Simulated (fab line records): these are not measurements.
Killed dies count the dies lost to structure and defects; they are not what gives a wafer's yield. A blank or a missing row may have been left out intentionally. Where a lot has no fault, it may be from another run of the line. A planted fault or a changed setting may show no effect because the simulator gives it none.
Lot-split experiment | flow n5Finfet | 21 wafers read from 7 lots, route of 1938 steps

== ABOUT THE SPLIT ==
At N5_FIN_SAQP_ETCH_64 (etches SiO2 in CF4, target depth 1.5 nm), the setting biasW was moved away from the recipe's 400 W on 8 of the 21 wafers read, by -7.2% to +17.3%. For the rest of the wafers, this setting stayed at what the recipe calls for.

The reading comes from the split's own step.

== THE READING ==
etch.depthNm (the simulator's own value, which no gauge read), in nm, at N5_FIN_SAQP_ETCH_64 (etches SiO2 in CF4, target depth 1.5 nm). The file does not state a usual value for it. The 13 wafers here that ran the recipe average 1.507 nm, standard deviation 0.011 nm.

wafer  | tool, chamber at the split | biasW as run, W | against the recipe | etch.depthNm, nm | against lot-mates on the recipe
L075.3 | rieSi-03, 3                | 469             | +17.3%             | 1.564            | +0.057
L075.4 | rieSi-03, 1                | 469             | +17.3%             | 1.584            | +0.077
L075.6 | rieSi-03, 2                | 400             | recipe             | 1.507            | -
L076.2 | rieSi-03, 0                | 400             | recipe             | 1.504            | -
L076.3 | rieSi-03, 2                | 400             | recipe             | 1.495            | -
L076.5 | rieSi-03, 0                | 422.6           | +5.6%              | 1.557            | +0.057
L078.3 | rieSi-05, 0                | 400             | recipe             | 1.519            | -
L078.4 | rieSi-05, 2                | 426.6           | +6.7%              | 1.549            | +0.030
L078.6 | rieSi-05, 0                | 426.6           | +6.7%              | 1.553            | +0.034
L081.1 | rieSi-03, 2                | 431.9           | +8.0%              | 1.549            | +0.040
L081.2 | rieSi-03, 1                | 400             | recipe             | 1.509            | -
L081.5 | rieSi-03, 2                | 431.9           | +8.0%              | 1.551            | +0.042
L086.1 | rieSi-03, 0                | 400             | recipe             | 1.521            | -
L086.2 | rieSi-03, 1                | 400             | recipe             | 1.492            | -
L086.4 | rieSi-03, 2                | 400             | recipe             | 1.518            | -
L087.1 | rieSi-05, 0                | 400             | recipe             | 1.521            | -
L087.3 | rieSi-05, 3                | 400             | recipe             | 1.495            | -
L087.4 | rieSi-05, 1                | 400             | recipe             | 1.499            | -
L096.3 | rieSi-06, 1                | 400             | recipe             | 1.514            | -
L096.4 | rieSi-06, 0                | 400             | recipe             | 1.493            | -
L096.5 | rieSi-06, 1                | 371.3           | -7.2%              | 1.483            | -0.020

FIT RESULTS
A straight line over all 21 wafers: etch.depthNm changes by +0.00431 nm for each +1% of biasW; r = +0.90; the points scatter about the line by 0.012 nm.
The same after taking each lot's own level away (the mean of its wafers on the recipe; 21 wafers): +0.00412 nm for each +1%; r = +0.91; scatter 0.012 nm.
On that fit, the largest move of biasW shifts the reading by 0.071 nm.
Across the lots, their own levels run from 1.4995 to 1.5190 nm, a range of 1.8 times the standard deviation given above.
The two slopes are in agreement: the lot-to-lot level therefore moves the slope only a little.
Check: for one of the wafers moved furthest among these (+17.3%), held out of the fit, the line's prediction against its lot-mates is +0.0825 nm. It came out at +0.057 nm against them.

== OTHER SPLITS ON THESE WAFERS ==
Other splits were also applied to these wafers ahead of the reading. Each is held against what the fit with the lots' levels taken away leaves over:
other split on the same wafers        | wafers away from the commonest value | r with etch.depthNm (lot level and that fit taken away)
N5_ZERO_LAYER_PECVD_02 timeS          | 7                                    | +0.27
N5_ZERO_LAYER_DEVELOP_10 developTimeS | 6                                    | -0.06
N5_FIN_SAQP_DESCUM_21 timeS           | 6                                    | +0.01

== FILE'S OWN FIT ==
etch.depthNm changes by +0.00446 nm for each +1% of biasW, r = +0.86.
